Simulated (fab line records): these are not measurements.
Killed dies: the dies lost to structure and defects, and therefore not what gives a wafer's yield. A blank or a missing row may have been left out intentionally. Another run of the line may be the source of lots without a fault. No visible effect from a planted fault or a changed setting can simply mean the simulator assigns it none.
Matching of chambers ; flow n5Finfet ; N5_BEOL_M11_ETCH_62 on rieDiel-01: 4 sister chambers
The step etches SOC in N2/H2, target depth 110 nm, overetch 22 nm, time 165 s. 4 wafers are shown with their chamber, then 8 later ones without.

## WAFERS, EACH WITH ITS CHAMBER
wafer;chamber;showerheadPlenumPTorr (Torr)
L075.1;3;2.44
L082.6;1;2.70
L085.5;2;2.45
L091.2;0;2.51

## WAFERS WITHOUT THEIR CHAMBER
wafer;showerheadPlenumPTorr (Torr)
L091.4;2.44
L091.6;2.44
L094.1;2.69
L094.4;2.43
L094.5;2.50
L095.2;2.69
L095.5;2.50
L095.6;2.69

## THE CHAMBER EACH PASSED THROUGH
wafer;from the rows above;in truth
L091.4;can't be placed: 3 or 2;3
L091.6;can't be placed: 3 or 2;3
L094.1;1;1
L094.4;can't be placed: 3 or 2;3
L094.5;0;0
L095.2;1;1
L095.5;0;0
L095.6;1;1
Correct placement for 5 of the 8. Cannot be placed on the basis of these rows: 3; the candidates contain the true chamber in 3. Number placed wrongly: 0.
How it was worked out, from the rows above alone: a wafer's distance from a chamber is the root of the sum, over the readings, of the square of ((its reading less the chamber's mean) divided by the reading's scatter). If the next closest chamber is less than 2 further off than the closest, the wafer can't be placed; otherwise it belongs to the closest. A chamber's mean is the mean of its shown wafers. The scatter: with one shown wafer a chamber, the root of the mean of the squares of how far each hidden wafer lies from its nearest shown one.
